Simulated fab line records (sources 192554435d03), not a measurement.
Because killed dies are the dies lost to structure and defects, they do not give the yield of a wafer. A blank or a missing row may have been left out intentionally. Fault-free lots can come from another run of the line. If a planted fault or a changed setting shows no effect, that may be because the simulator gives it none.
Matching of chambers :: flow n5 finfet :: rie diel-06 running N5_BEOL_M7_ETCH_65: 4 sister chambers
The step etches SiARC in CF4, target depth 15.6 nm, time 26 s. 4 wafers are shown with their chamber, then 10 later ones without.

== WAFERS WITH THEIR CHAMBER ==
wafer: L091.4
chamber: 0
showerhead plenum p Torr (Torr): 2.08

wafer: L091.6
chamber: 1
showerhead plenum p Torr (Torr): 2.04

wafer: L093.1
chamber: 2
showerhead plenum p Torr (Torr): 2.29

wafer: L093.2
chamber: 3
showerhead plenum p Torr (Torr): 2.04

== WAFERS WITH NO CHAMBER GIVEN ==
wafer: L093.5
showerhead plenum p Torr (Torr): 2.29

wafer: L092.1
showerhead plenum p Torr (Torr): 2.04

wafer: L092.3
showerhead plenum p Torr (Torr): 2.29

wafer: L092.4
showerhead plenum p Torr (Torr): 2.07

wafer: L095.4
showerhead plenum p Torr (Torr): 2.04

wafer: L095.5
showerhead plenum p Torr (Torr): 2.03

wafer: L095.6
showerhead plenum p Torr (Torr): 2.29

wafer: L096.3
showerhead plenum p Torr (Torr): 2.04

wafer: L096.5
showerhead plenum p Torr (Torr): 2.04

wafer: L096.6
showerhead plenum p Torr (Torr): 2.07

== WHICH CHAMBER EACH ONE RAN IN ==
wafer: L093.5
from the rows above: 2
in truth: 2

wafer: L092.1
from the rows above: can't be placed: 1 or 3
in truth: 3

wafer: L092.3
from the rows above: 2
in truth: 2

wafer: L092.4
from the rows above: 0
in truth: 0

wafer: L095.4
from the rows above: can't be placed: 1 or 3
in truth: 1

wafer: L095.5
from the rows above: can't be placed: 1 or 3
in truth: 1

wafer: L095.6
from the rows above: 2
in truth: 2

wafer: L096.3
from the rows above: can't be placed: 1 or 3
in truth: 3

wafer: L096.5
from the rows above: can't be placed: 1 or 3
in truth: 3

wafer: L096.6
from the rows above: 0
in truth: 0
5 of 10 placed correctly. Can't be placed from these rows: 5 (the true chamber is among the candidates in 5). Wrongly placed: 0.
How it was worked out, from the rows above alone: a wafer's distance from a chamber is the root of the sum, over the readings, of the square of ((its reading less the chamber's mean) divided by the reading's scatter). The wafer belongs to the nearest chamber; if the next one is less than 2 further off, it can't be placed. For every chamber, the mean is computed from those of its wafers that are shown. The scatter: root of mean squared gap, hidden wafer to nearest shown wafer, with one shown wafer a chamber.
